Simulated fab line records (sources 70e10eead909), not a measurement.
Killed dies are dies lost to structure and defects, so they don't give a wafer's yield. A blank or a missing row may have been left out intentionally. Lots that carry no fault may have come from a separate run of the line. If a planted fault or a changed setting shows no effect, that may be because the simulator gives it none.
Which tool was responsible?	flow nand-harc	42 wafers from 14 lots sampled at 5 of the route's 1159 steps

## WHAT EACH GAUGE READ, for each wafer
NHARC_END_SORT_01.
lot	measured	on	killed-at-array	killed-at-other	killed-at-periphery	killed-dies	killed-open	killed-short
L128	day 25 04:38	prober-02	41 41 47	0 1 3	1 5 4	42 47 54	1 5 5	4 2 2

## TOOL THAT RAN EACH LOT (tool first, then ch and the chambers of the sampled wafers, then the start)
lot	NHARC_A_STAIRCASE_ALD_420	NHARC_A_STAIRCASE_EXPOSE_438	NHARC_A_STAIRCASE_ETCH_444	NHARC_A_STAIRCASE_CMP_450
L117	ald-hk-01 ch 0,1,2, day 12 05:14	krf-scanner-04 ch 0, day 13 16:07	rie-diel-11 ch 1,2, day 13 16:55	cmp-03 ch 0,2, day 13 20:09
L119	ald-hk-02 ch 0,1, day 12 13:49	krf-scanner-04 ch 0, day 13 20:42	rie-diel-07 ch 0,2, day 13 21:19	cmp-02 ch 0,1,2, day 14 00:23
L118	ald-hk-04 ch 0,1,3, day 12 14:44	krf-scanner-01 ch 0, day 13 20:33	rie-diel-12 ch 0,2,3, day 13 21:14	cmp-04 ch 2,3, day 14 00:04
L122	ald-hk-02 ch 1,2,3, day 13 05:53	krf-scanner-03 ch 0, day 14 14:13	rie-diel-11 ch 0,2,3, day 14 15:02	cmp-04 ch 0,1,2, day 14 17:51
L123	ald-hk-04 ch 0,3, day 14 09:56	krf-scanner-04 ch 0, day 15 21:52	rie-diel-12 ch 0,1, day 15 22:20	cmp-03 ch 0,1, day 16 01:44
L124	ald-hk-02 ch 0,3, day 14 19:20	krf-scanner-03 ch 0, day 16 06:58	rie-diel-12 ch 0,2,3, day 16 08:20	cmp-02 ch 2,3, day 16 10:41
L129	ald-hk-02 ch 0,2,3, day 15 09:10	krf-scanner-03 ch 0, day 16 15:48	rie-diel-07 ch 1,2, day 17 00:53	cmp-04 ch 0,1,2, day 17 04:26
L130	ald-hk-02 ch 0,2, day 15 10:07	krf-scanner-04 ch 0, day 16 15:57	rie-diel-12 ch 2,3, day 16 16:39	cmp-02 ch 0,1,3, day 16 19:28
L128	ald-hk-04 ch 1,2,3, day 15 10:35	krf-scanner-03 ch 0, day 16 15:46	rie-diel-11 ch 0,1,3, day 16 16:16	cmp-03 ch 1,2, day 16 19:19
L133	ald-hk-02 ch 1,2,3, day 16 01:15	krf-scanner-03 ch 0, day 17 13:24	rie-diel-11 ch 0,1, day 17 13:52	cmp-03 ch 2,3, day 17 16:56
L135	ald-hk-02 ch 0,1, day 17 04:47	krf-scanner-03 ch 0, day 18 18:53	rie-diel-11 ch 1,3, day 18 19:38	cmp-03 ch 1,2, day 18 22:28
L138	ald-hk-04 ch 1,2,3, day 17 04:47	krf-scanner-01 ch 0, day 18 19:02	rie-diel-12 ch 0,2,3, day 18 19:31	cmp-02 ch 0,1,2, day 18 22:45
L136	ald-hk-02 ch 0,1,2, day 17 09:47	krf-scanner-01 ch 0, day 19 05:41	rie-diel-12 ch 1,2, day 19 06:08	cmp-02 ch 2,3, day 19 09:16
L139	ald-hk-01 ch 1,2,3, day 17 17:16	krf-scanner-01 ch 0, day 19 13:58	rie-diel-12 ch 0,1, day 19 14:40	cmp-03 ch 0,2,3, day 19 17:31
- NHARC_A_STAIRCASE_ALD_420: deposits SiO2, target thk 20 nm, pulse time 6 s, ald cycles 200.
- NHARC_A_STAIRCASE_EXPOSE_438: exposes mask STAIR REV.
- NHARC_A_STAIRCASE_ETCH_444: etches the open film in C4F8/O2, target depth 10200 nm, time 3400 s.
- NHARC_A_STAIRCASE_CMP_450: polishes SiO2, target thk 200 nm.

## WHAT THE TOOLS THEMSELVES READ (means of the sampled wafers that have a number; where no wafer has one, the mark that the record gives instead)
NHARC_A_STAIRCASE_ALD_420.
lot	tool	heater-power-w (W)	precursor-pulse-height-rel
L117	ald-hk-01	454	1.005
L119	ald-hk-02	500	0.995
L118	ald-hk-04	463	1.008
L122	ald-hk-02	457	0.996
L123	ald-hk-04	426	1.019
L124	ald-hk-02	427	0.997
L129	ald-hk-02	465	1.009
L130	ald-hk-02	487	1.016
L128	ald-hk-04	524	1.001
L133	ald-hk-02	462	1.003
L135	ald-hk-02	510	0.986
L138	ald-hk-04	508	0.990
L136	ald-hk-02	495	0.998
L139	ald-hk-01	477	0.993

NHARC_A_STAIRCASE_EXPOSE_438.
lot	tool	exposure-dose-mJ-cm2
L117	krf-scanner-04	28.925
L119	krf-scanner-04	29.002
L118	krf-scanner-01	28.959
L122	krf-scanner-03	29.008
L123	krf-scanner-04	28.961
L124	krf-scanner-03	28.969
L129	krf-scanner-03	42.662
L130	krf-scanner-04	28.956
L128	krf-scanner-03	42.678
L133	krf-scanner-03	42.646
L135	krf-scanner-03	42.666
L138	krf-scanner-01	28.979
L136	krf-scanner-01	28.957
L139	krf-scanner-01	28.952

NHARC_A_STAIRCASE_ETCH_444.
lot	tool	oes-product-au (a.u.)	rf-vpp-V (V)
L117	rie-diel-11	0.937	808
L119	rie-diel-07	0.924	807
L118	rie-diel-12	0.925	809
L122	rie-diel-11	0.932	805
L123	rie-diel-12	0.938	807
L124	rie-diel-12	0.926	809
L129	rie-diel-07	0.937	809
L130	rie-diel-12	0.927	812
L128	rie-diel-11	0.948	811
L133	rie-diel-11	0.980	808
L135	rie-diel-11	0.929	811
L138	rie-diel-12	0.951	809
L136	rie-diel-12	0.936	811
L139	rie-diel-12	0.945	808

NHARC_A_STAIRCASE_CMP_450.
lot	tool	motor-current-A (A)
L117	cmp-03	13.1
L119	cmp-02	11.1
L118	cmp-04	11.5
L122	cmp-04	12.5
L123	cmp-03	11.5
L124	cmp-02	11.0
L129	cmp-04	12.9
L130	cmp-02	11.3
L128	cmp-03	12.7
L133	cmp-03	13.0
L135	cmp-03	12.2
L138	cmp-02	11.8
L136	cmp-02	10.7
L139	cmp-03	12.3

## THE ANSWER, worked out from the rows above alone
Rule: the usual values come from the lots themselves. The widest of any qualifying gaps counts: lots, ordered by their means at a reading, are off when they make up no more than a third of the lots, leave a main group of 4 or more, and stand apart from it by 3 or more times the standard deviation of that group's means. A main group whose means are all the same, to the digits that the tables above print for the reading, isn't used. Also off: a lot with no number at a reading for which 4 or more lots have one. All remaining lots with rows at the step are treated as sound. The gauges are gone through in route order, then the tools' own readings, and for those a lot's mean is taken as printed above. At the first step where some lot is off, the reading lying furthest off is the one used; lots without a number count as furthest.
Off: L129, L128, L133, L135, at NHARC_A_STAIRCASE_EXPOSE_438 (exposure-dose-mJ-cm2). Main group: mean 28.967, sd 0.023.
If a tool, at that step or one of the process steps before it, ran each lot that is off and ran no sound lot following the first of them, it fits. One fits: krf-scanner-03 at NHARC_A_STAIRCASE_EXPOSE_438. A fault onset in the window from L124 (day 16 06:58, its last sound lot) to L128 (day 16 15:46, its first lot off) fits.
On the lots that are off, the tool's own readings at NHARC_A_STAIRCASE_EXPOSE_438 differ by more than 5 times the standard deviation of the sound lots' means, which bears it out; exposure-dose-mJ-cm2 reads 42.663 there versus 28.967 on the sound lots.

## WHAT THE SIMULATOR HAD PUT IN
Process parameters drifting: krf-scanner-03 at NHARC_A_STAIRCASE_EXPOSE_438, beginning at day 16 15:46. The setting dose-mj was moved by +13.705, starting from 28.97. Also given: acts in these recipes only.
Lots struck among those shown: L128, L129, L133, L135. Same finding as the rule above.
